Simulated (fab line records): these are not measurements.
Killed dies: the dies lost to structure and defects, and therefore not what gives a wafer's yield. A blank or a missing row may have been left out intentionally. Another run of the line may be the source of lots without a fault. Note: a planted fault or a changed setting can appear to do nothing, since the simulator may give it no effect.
What tool caused it? / flow nandHarc / 12 lots, 36 wafers sampled, at 5 steps of a route of 1159

## WHAT THE GAUGES READ, wafer by wafer
NHARC_END_SORT_01.
lot=L150; measured=day 22 05:32; on=prober-02; killedAtArray=20 16 15; killedAtOther=2 0 0; killedAtPeriphery=655 661 662; killedDies=677 677 677; killedOpen=9 0 3; killedShort=1 1 2
lot=L151; measured=day 23 13:31; on=prober-02; killedAtArray=46 29 38; killedAtOther=0 1 1; killedAtPeriphery=631 647 638; killedDies=677 677 677; killedOpen=5 3 5; killedShort=2 3 1

## EACH LOT AND THE TOOL THAT RAN IT (in order: tool; ch and the chambers of the sampled wafers; start)
lot=L140; NHARC_P_STI_ETCH_31=rieDiel-02 ch 0,1,2, day 4 17:32 or earlier; NHARC_P_GATE_STRIP_15=wetBench-05 ch 4,5,7, day 4 17:32; NHARC_P_GATE_STRIP_101=rieDiel-06 ch 0,2,3, day 5 20:39; NHARC_P_GATE_STRIP_112=plasmaAsher-02 ch 0,1, day 5 23:57
lot=L142; NHARC_P_STI_ETCH_31=rieDiel-02 ch 1,2,3, day 5 04:22 or earlier; NHARC_P_GATE_STRIP_15=wetBench-01 ch 1,4,6, day 5 04:22; NHARC_P_GATE_STRIP_101=rieDiel-06 ch 0,2, day 6 06:57; NHARC_P_GATE_STRIP_112=plasmaAsher-02 ch 0,1, day 6 10:11
lot=L143; NHARC_P_STI_ETCH_31=rieDiel-01 ch 0,2,3, day 5 04:13 or earlier; NHARC_P_GATE_STRIP_15=wetBench-05 ch 2,5,6, day 5 04:13; NHARC_P_GATE_STRIP_101=rieDiel-06 ch 0,2,3, day 6 07:29; NHARC_P_GATE_STRIP_112=plasmaAsher-02 ch 0,1, day 6 10:50
lot=L147; NHARC_P_STI_ETCH_31=rieDiel-02 ch 2,3, day 6 11:06 or earlier; NHARC_P_GATE_STRIP_15=wetBench-01 ch 1,2,4, day 6 11:06; NHARC_P_GATE_STRIP_101=rieDiel-06 ch 0,2,3, day 7 15:16; NHARC_P_GATE_STRIP_112=plasmaAsher-01 ch 0,1, day 7 18:43
lot=L148; NHARC_P_STI_ETCH_31=rieDiel-01 ch 0,1,3, day 6 19:12 or earlier; NHARC_P_GATE_STRIP_15=wetBench-02 ch 0,5,7, day 6 19:12; NHARC_P_GATE_STRIP_101=rieDiel-06 ch 0,2,3, day 7 20:48; NHARC_P_GATE_STRIP_112=plasmaAsher-02 ch 0,1, day 7 23:56
lot=L149; NHARC_P_STI_ETCH_31=rieDiel-02 ch 1,3, day 7 08:17 or earlier; NHARC_P_GATE_STRIP_15=wetBench-02 ch 0,1,7, day 7 08:17; NHARC_P_GATE_STRIP_101=rieDiel-05 ch 1,2,3, day 8 10:07; NHARC_P_GATE_STRIP_112=plasmaAsher-01 ch 0, day 8 13:16
lot=L150; NHARC_P_STI_ETCH_31=rieDiel-01 ch 0,1, day 7 08:29 or earlier; NHARC_P_GATE_STRIP_15=wetBench-01 ch 0,4,7, day 7 08:29; NHARC_P_GATE_STRIP_101=rieDiel-13 ch 1,2, day 8 10:22; NHARC_P_GATE_STRIP_112=plasmaAsher-02 ch 0,1, day 8 13:37
lot=L151; NHARC_P_STI_ETCH_31=rieDiel-09 ch 0,1,2, day 7 12:29 or earlier; NHARC_P_GATE_STRIP_15=wetBench-02 ch 0,2,6, day 7 12:29; NHARC_P_GATE_STRIP_101=rieDiel-13 ch 0, day 8 13:44; NHARC_P_GATE_STRIP_112=plasmaAsher-01 ch 0,1, day 8 18:37
lot=L153; NHARC_P_STI_ETCH_31=rieDiel-09 ch 1,2, day 7 12:40 or earlier; NHARC_P_GATE_STRIP_15=wetBench-01 ch 1,2,4, day 7 12:40; NHARC_P_GATE_STRIP_101=rieDiel-06 ch 0,2,3, day 8 16:30; NHARC_P_GATE_STRIP_112=plasmaAsher-01 ch 0,1, day 8 19:41
lot=L155; NHARC_P_STI_ETCH_31=rieDiel-01 ch 0,1,3, day 8 04:43 or earlier; NHARC_P_GATE_STRIP_15=wetBench-02 ch 3,4,7, day 8 04:43; NHARC_P_GATE_STRIP_101=rieDiel-05 ch 1,3, day 9 07:59; NHARC_P_GATE_STRIP_112=plasmaAsher-01 ch 0,1, day 9 11:14
lot=L160; NHARC_P_STI_ETCH_31=rieDiel-02 ch 0,2,3, day 9 13:52 or earlier; NHARC_P_GATE_STRIP_15=wetBench-02 ch 0,1,7, day 9 13:52; NHARC_P_GATE_STRIP_101=rieDiel-13 ch 0,1,3, day 10 15:52; NHARC_P_GATE_STRIP_112=plasmaAsher-02 ch 0,1, day 10 19:04
lot=L161; NHARC_P_STI_ETCH_31=rieDiel-09 ch 0,1,3, day 9 13:43 or earlier; NHARC_P_GATE_STRIP_15=wetBench-01 ch 2,4,7, day 9 13:43; NHARC_P_GATE_STRIP_101=rieDiel-06 ch 0,1, day 10 16:02; NHARC_P_GATE_STRIP_112=plasmaAsher-01 ch 0,1, day 10 19:23
- NHARC_P_STI_ETCH_31: etches the open film in CF4/CHF3, target depth 108.9 nm, time 54.5 s.
- NHARC_P_GATE_STRIP_15: strips in SPM, time 780 s.
- NHARC_P_GATE_STRIP_101: strips in O2, time 20 s.
- NHARC_P_GATE_STRIP_112: strips in N2/H2, time 200 s.

## WHAT THE TOOLS THEMSELVES READ (means of the sampled wafers that have a number; where no wafer has one, the mark that the record gives instead)
NHARC_P_STI_ETCH_31.
lot=L140; tool=rieDiel-02; chf3FlowSccm (sccm)=30.00; drypumpMotorCurrentA (A)=6.0; oesProductAu (a.u.)=0.972; rfFwdPowerW (W)=495.1; rfVppV (V)=370.1; showerheadPlenumPTorr (Torr)=1.59; throttleValvePct (%)=16.811
lot=L142; tool=rieDiel-02; chf3FlowSccm (sccm)=29.90; drypumpMotorCurrentA (A)=6.1; oesProductAu (a.u.)=0.943; rfFwdPowerW (W)=492.7; rfVppV (V)=371.8; showerheadPlenumPTorr (Torr)=1.60; throttleValvePct (%)=16.801
lot=L143; tool=rieDiel-01; chf3FlowSccm (sccm)=29.99; drypumpMotorCurrentA (A)=6.2; oesProductAu (a.u.)=0.973; rfFwdPowerW (W)=495.0; rfVppV (V)=369.2; showerheadPlenumPTorr (Torr)=1.54; throttleValvePct (%)=16.802
lot=L147; tool=rieDiel-02; chf3FlowSccm (sccm)=30.05; drypumpMotorCurrentA (A)=6.3; oesProductAu (a.u.)=0.973; rfFwdPowerW (W)=492.0; rfVppV (V)=369.9; showerheadPlenumPTorr (Torr)=1.57; throttleValvePct (%)=16.799
lot=L148; tool=rieDiel-01; chf3FlowSccm (sccm)=30.00; drypumpMotorCurrentA (A)=5.7; oesProductAu (a.u.)=0.948; rfFwdPowerW (W)=492.6; rfVppV (V)=371.3; showerheadPlenumPTorr (Torr)=1.59; throttleValvePct (%)=16.811
lot=L149; tool=rieDiel-02; chf3FlowSccm (sccm)=29.90; drypumpMotorCurrentA (A)=6.4; oesProductAu (a.u.)=0.965; rfFwdPowerW (W)=493.5; rfVppV (V)=370.9; showerheadPlenumPTorr (Torr)=1.57; throttleValvePct (%)=16.805
lot=L150; tool=rieDiel-01; chf3FlowSccm (sccm)=30.06; drypumpMotorCurrentA (A)=5.8; oesProductAu (a.u.)=0.958; rfFwdPowerW (W)=496.6; rfVppV (V)=369.0; showerheadPlenumPTorr (Torr)=1.54; throttleValvePct (%)=16.802
lot=L151; tool=rieDiel-09; chf3FlowSccm (sccm)=29.96; drypumpMotorCurrentA (A)=5.9; oesProductAu (a.u.)=0.975; rfFwdPowerW (W)=495.8; rfVppV (V)=371.6; showerheadPlenumPTorr (Torr)=1.57; throttleValvePct (%)=16.799
lot=L153; tool=rieDiel-09; chf3FlowSccm (sccm)=29.98; drypumpMotorCurrentA (A)=5.8; oesProductAu (a.u.)=0.962; rfFwdPowerW (W)=495.7; rfVppV (V)=369.4; showerheadPlenumPTorr (Torr)=1.53; throttleValvePct (%)=16.794
lot=L155; tool=rieDiel-01; chf3FlowSccm (sccm)=30.02; drypumpMotorCurrentA (A)=5.7; oesProductAu (a.u.)=0.973; rfFwdPowerW (W)=495.6; rfVppV (V)=371.3; showerheadPlenumPTorr (Torr)=1.59; throttleValvePct (%)=16.805
lot=L160; tool=rieDiel-02; chf3FlowSccm (sccm)=30.07; drypumpMotorCurrentA (A)=6.2; oesProductAu (a.u.)=0.978; rfFwdPowerW (W)=494.4; rfVppV (V)=369.6; showerheadPlenumPTorr (Torr)=1.56; throttleValvePct (%)=16.807
lot=L161; tool=rieDiel-09; chf3FlowSccm (sccm)=29.93; drypumpMotorCurrentA (A)=5.9; oesProductAu (a.u.)=0.977; rfFwdPowerW (W)=495.7; rfVppV (V)=372.3; showerheadPlenumPTorr (Torr)=1.61; throttleValvePct (%)=16.799

NHARC_P_GATE_STRIP_15.
lot=L140; tool=wetBench-05; bathGuardTempC (C)=130.4; bathHeatDutyPct (%)=15.8
lot=L142; tool=wetBench-01; bathGuardTempC (C)=130.0; bathHeatDutyPct (%)=14.8
lot=L143; tool=wetBench-05; bathGuardTempC (C)=130.6; bathHeatDutyPct (%)=15.9
lot=L147; tool=wetBench-01; bathGuardTempC (C)=130.1; bathHeatDutyPct (%)=14.8
lot=L148; tool=wetBench-02; bathGuardTempC (C)=129.8; bathHeatDutyPct (%)=14.7
lot=L149; tool=wetBench-02; bathGuardTempC (C)=129.7; bathHeatDutyPct (%)=13.9
lot=L150; tool=wetBench-01; bathGuardTempC (C)=-; bathHeatDutyPct (%)=-
lot=L151; tool=wetBench-02; bathGuardTempC (C)=-; bathHeatDutyPct (%)=-
lot=L153; tool=wetBench-01; bathGuardTempC (C)=129.9; bathHeatDutyPct (%)=14.8
lot=L155; tool=wetBench-02; bathGuardTempC (C)=129.8; bathHeatDutyPct (%)=14.7
lot=L160; tool=wetBench-02; bathGuardTempC (C)=129.8; bathHeatDutyPct (%)=14.5
lot=L161; tool=wetBench-01; bathGuardTempC (C)=130.3; bathHeatDutyPct (%)=14.2

NHARC_P_GATE_STRIP_101.
lot=L140; tool=rieDiel-06; chamberPressureMTorr (mTorr)=59.99; drypumpMotorCurrentA (A)=5.7; o2FlowSccm (sccm)=501.0; oesProductAu (a.u.)=1.005; rfVppV (V)=58.2; showerheadPlenumPTorr (Torr)=3.65; throttleValvePct (%)=17.039
lot=L142; tool=rieDiel-06; chamberPressureMTorr (mTorr)=60.03; drypumpMotorCurrentA (A)=5.2; o2FlowSccm (sccm)=499.1; oesProductAu (a.u.)=0.996; rfVppV (V)=57.8; showerheadPlenumPTorr (Torr)=3.58; throttleValvePct (%)=17.042
lot=L143; tool=rieDiel-06; chamberPressureMTorr (mTorr)=60.01; drypumpMotorCurrentA (A)=5.6; o2FlowSccm (sccm)=502.0; oesProductAu (a.u.)=1.006; rfVppV (V)=57.7; showerheadPlenumPTorr (Torr)=3.65; throttleValvePct (%)=17.031
lot=L147; tool=rieDiel-06; chamberPressureMTorr (mTorr)=59.96; drypumpMotorCurrentA (A)=5.7; o2FlowSccm (sccm)=501.1; oesProductAu (a.u.)=1.001; rfVppV (V)=58.2; showerheadPlenumPTorr (Torr)=3.64; throttleValvePct (%)=17.042
lot=L148; tool=rieDiel-06; chamberPressureMTorr (mTorr)=59.98; drypumpMotorCurrentA (A)=5.6; o2FlowSccm (sccm)=500.8; oesProductAu (a.u.)=1.004; rfVppV (V)=56.8; showerheadPlenumPTorr (Torr)=3.64; throttleValvePct (%)=17.038
lot=L149; tool=rieDiel-05; chamberPressureMTorr (mTorr)=60.05; drypumpMotorCurrentA (A)=5.9; o2FlowSccm (sccm)=501.4; oesProductAu (a.u.)=1.003; rfVppV (V)=58.4; showerheadPlenumPTorr (Torr)=3.62; throttleValvePct (%)=17.048
lot=L150; tool=rieDiel-13; chamberPressureMTorr (mTorr)=60.02; drypumpMotorCurrentA (A)=5.9; o2FlowSccm (sccm)=500.0; oesProductAu (a.u.)=0.996; rfVppV (V)=58.3; showerheadPlenumPTorr (Torr)=3.54; throttleValvePct (%)=17.035
lot=L151; tool=rieDiel-13; chamberPressureMTorr (mTorr)=60.00; drypumpMotorCurrentA (A)=5.9; o2FlowSccm (sccm)=499.2; oesProductAu (a.u.)=1.001; rfVppV (V)=57.9; showerheadPlenumPTorr (Torr)=3.30; throttleValvePct (%)=17.029
lot=L153; tool=rieDiel-06; chamberPressureMTorr (mTorr)=60.01; drypumpMotorCurrentA (A)=5.6; o2FlowSccm (sccm)=499.5; oesProductAu (a.u.)=1.002; rfVppV (V)=57.8; showerheadPlenumPTorr (Torr)=3.64; throttleValvePct (%)=17.027
lot=L155; tool=rieDiel-05; chamberPressureMTorr (mTorr)=60.00; drypumpMotorCurrentA (A)=6.0; o2FlowSccm (sccm)=500.8; oesProductAu (a.u.)=1.001; rfVppV (V)=58.3; showerheadPlenumPTorr (Torr)=3.67; throttleValvePct (%)=17.039
lot=L160; tool=rieDiel-13; chamberPressureMTorr (mTorr)=59.99; drypumpMotorCurrentA (A)=6.2; o2FlowSccm (sccm)=499.3; oesProductAu (a.u.)=1.003; rfVppV (V)=57.6; showerheadPlenumPTorr (Torr)=3.47; throttleValvePct (%)=17.022
lot=L161; tool=rieDiel-06; chamberPressureMTorr (mTorr)=59.95; drypumpMotorCurrentA (A)=5.4; o2FlowSccm (sccm)=498.8; oesProductAu (a.u.)=0.996; rfVppV (V)=57.4; showerheadPlenumPTorr (Torr)=3.43; throttleValvePct (%)=17.034

NHARC_P_GATE_STRIP_112.
lot=L140; tool=plasmaAsher-02; drypumpMotorCurrentA (A)=6.0; heaterPowerW (W)=95; rfReflPowerW (W)=13.3
lot=L142; tool=plasmaAsher-02; drypumpMotorCurrentA (A)=5.6; heaterPowerW (W)=89; rfReflPowerW (W)=13.0
lot=L143; tool=plasmaAsher-02; drypumpMotorCurrentA (A)=6.0; heaterPowerW (W)=93; rfReflPowerW (W)=13.2
lot=L147; tool=plasmaAsher-01; drypumpMotorCurrentA (A)=5.9; heaterPowerW (W)=89; rfReflPowerW (W)=14.2
lot=L148; tool=plasmaAsher-02; drypumpMotorCurrentA (A)=5.6; heaterPowerW (W)=90; rfReflPowerW (W)=12.8
lot=L149; tool=plasmaAsher-01; drypumpMotorCurrentA (A)=5.3; heaterPowerW (W)=84; rfReflPowerW (W)=14.1
lot=L150; tool=plasmaAsher-02; drypumpMotorCurrentA (A)=5.6; heaterPowerW (W)=88; rfReflPowerW (W)=12.8
lot=L151; tool=plasmaAsher-01; drypumpMotorCurrentA (A)=5.7; heaterPowerW (W)=87; rfReflPowerW (W)=14.4
lot=L153; tool=plasmaAsher-01; drypumpMotorCurrentA (A)=5.8; heaterPowerW (W)=90; rfReflPowerW (W)=14.4
lot=L155; tool=plasmaAsher-01; drypumpMotorCurrentA (A)=5.6; heaterPowerW (W)=88; rfReflPowerW (W)=14.4
lot=L160; tool=plasmaAsher-02; drypumpMotorCurrentA (A)=6.0; heaterPowerW (W)=89; rfReflPowerW (W)=13.2
lot=L161; tool=plasmaAsher-01; drypumpMotorCurrentA (A)=5.6; heaterPowerW (W)=87; rfReflPowerW (W)=14.6

## THE ANSWER, worked out from the rows above alone
Rule: what is usual is taken from the lots themselves. The widest of any qualifying gaps counts: lots, ordered by their means at a reading, are off when they make up no more than a third of the lots, leave a main group of 4 or more, and stand apart from it by 3 or more times the standard deviation of that group's means. If all means in a main group match to the digits the tables above print for the reading, that group is not used. Also off: a lot with no number at a reading for which 4 or more lots have one. Where the step has rows for the other lots, those lots are counted as sound. First the gauges in route order, then the tools' own readings, where a lot's mean is used as printed above. The first step at which some lot is off is used, and at that step the reading that is off furthest; a lot without a number counts as furthest.
Off, at NHARC_P_GATE_STRIP_15 on bathGuardTempC: L150, L151. Without a number there: L150, L151. Mean 130.0 C and standard deviation 0.29 in the main group.
A tool fits if, at that step or a process step before it, it ran every lot that is off, and no sound lot after the first of them. NHARC_P_STI_ETCH_31: start missing for some lots; hours and lot order therefore follow NHARC_P_GATE_STRIP_15. None of those tried fits.

## WHAT THE SIMULATOR PUT IN
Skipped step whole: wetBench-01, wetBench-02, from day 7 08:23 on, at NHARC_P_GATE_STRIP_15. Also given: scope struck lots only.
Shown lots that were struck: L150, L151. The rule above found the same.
